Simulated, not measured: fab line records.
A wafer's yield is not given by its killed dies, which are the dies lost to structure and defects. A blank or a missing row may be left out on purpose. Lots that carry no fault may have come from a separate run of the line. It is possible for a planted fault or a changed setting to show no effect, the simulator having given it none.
2 desks looking at one fault -- flow n5Finfet -- every desk sees just its own numbers, and what lay behind them comes last

== AT THE METROLOGY DESK ==
Lot by lot, what the gauges showed, no matter which tool ran the lot: averages of those sampled wafers that carry a number. A lot is out of limits, marked OUT, if its mean lies more than 4 standard deviations from the usual mean; the brackets give that distance. Shown here are 7 of its 10 readings, the ones lying furthest out on some lot.
Columns: A = DIBL_P at N5_BEOL_M4_RC_MEAS_101, usual 37.0 mV/V; B = ION_N at N5_BEOL_M4_RC_MEAS_101, usual 679 uA/um; C = ION_P at N5_BEOL_M4_RC_MEAS_101, usual 465 uA/um; D = SS_N at N5_BEOL_M4_RC_MEAS_101, usual 71.7 mV/dec; E = SS_P at N5_BEOL_M4_RC_MEAS_101, usual 73.6 mV/dec; F = VT_N at N5_BEOL_M4_RC_MEAS_101, usual 249 mV; G = VT_P at N5_BEOL_M4_RC_MEAS_101, usual -249 mV
lot,first seen here,A,B,C,D,E,F,G
L205,day 10 13:54,37.1,684,468,71.7,73.5,246,-249
L208,day 10 21:41,37.4,675,466,72.0,73.6,250,-248
L209,day 11 19:07,38.4,686,467,72.0,73.6,244,-249
L211,day 12 13:52,38.1,684,466,71.7,73.2,248,-249
L214,day 13 01:14,38.2,676,461,71.4,73.9,249,-254
L212,day 13 07:55,38.2,691,469,71.4,73.9,246,-247
L215,day 14 07:47,37.5,673,466,71.4,74.3,250,-248
L220,day 15 02:08,38.1,682,470,72.2,73.8,247,-247
L224,day 16 07:55,35.2,675,459,71.0,73.2,250,-253
L227,day 16 17:29,34.5,659,452,71.7,73.2,250,-253
This desk's finding: nothing out of limits on any of the 10 lots.

== THE TOOL OWNER'S DESK: implanter-01 ==
N5_MOL_CONTACT_COAG_IMPLANT_129, tool's own readings: per-lot mean of the sampled wafers with a number, covering each lot this tool ran. A lot is out of limits, marked OUT, if its mean lies more than 4 standard deviations from the usual mean; the brackets give that distance.
Columns: A = beamOnS at N5_MOL_CONTACT_COAG_IMPLANT_129, usual 46.0 s; B = doseIonsCm2 at N5_MOL_CONTACT_COAG_IMPLANT_129, usual 5.999e+14; C = tiltDeg at N5_MOL_CONTACT_COAG_IMPLANT_129, usual -0.005 degrees
lot,first seen here,A,B,C
L205,day 4 22:13,45.0,5.992e+14,-0.016
L208,day 5 20:20,45.1,6.001e+14,0.031
L209,day 5 22:36,44.7,6.004e+14,0.027
L212,day 6 18:03,45.7,5.994e+14,-0.013
L214,day 7 08:44,70.9 (+18) OUT,9.632e+14 (+99 or more) OUT,-0.017
L215,day 7 11:10,73.9 (+20) OUT,9.634e+14 (+99 or more) OUT,-0.025
This desk's finding: out of limits on L214, L215; first on L214, day 7 08:44 (beamOnS at N5_MOL_CONTACT_COAG_IMPLANT_129). L205, L208, L209, L212 stayed within limits.

== BROUGHT TOGETHER ==
An alarm could have come from the tool owner's desk at day 7 08:44, on L214, L215.
Metrology desk: nothing out of limits seen.
The metrology desk holds a record of L214, L215, inside its limits.
N5_MOL_CONTACT_COAG_IMPLANT_129 was run on implanter-01 by each of the lots named.

== WHAT THE SIMULATOR HAD INSERTED ==
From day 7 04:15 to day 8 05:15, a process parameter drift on implanter-01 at N5_MOL_CONTACT_COAG_IMPLANT_129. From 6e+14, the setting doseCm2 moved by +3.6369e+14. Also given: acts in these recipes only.
Lots struck among those shown: L214, L215.
How many hours passed from the start of the fault until each desk's first out-of-limits reading: the tool owner's desk, 4.
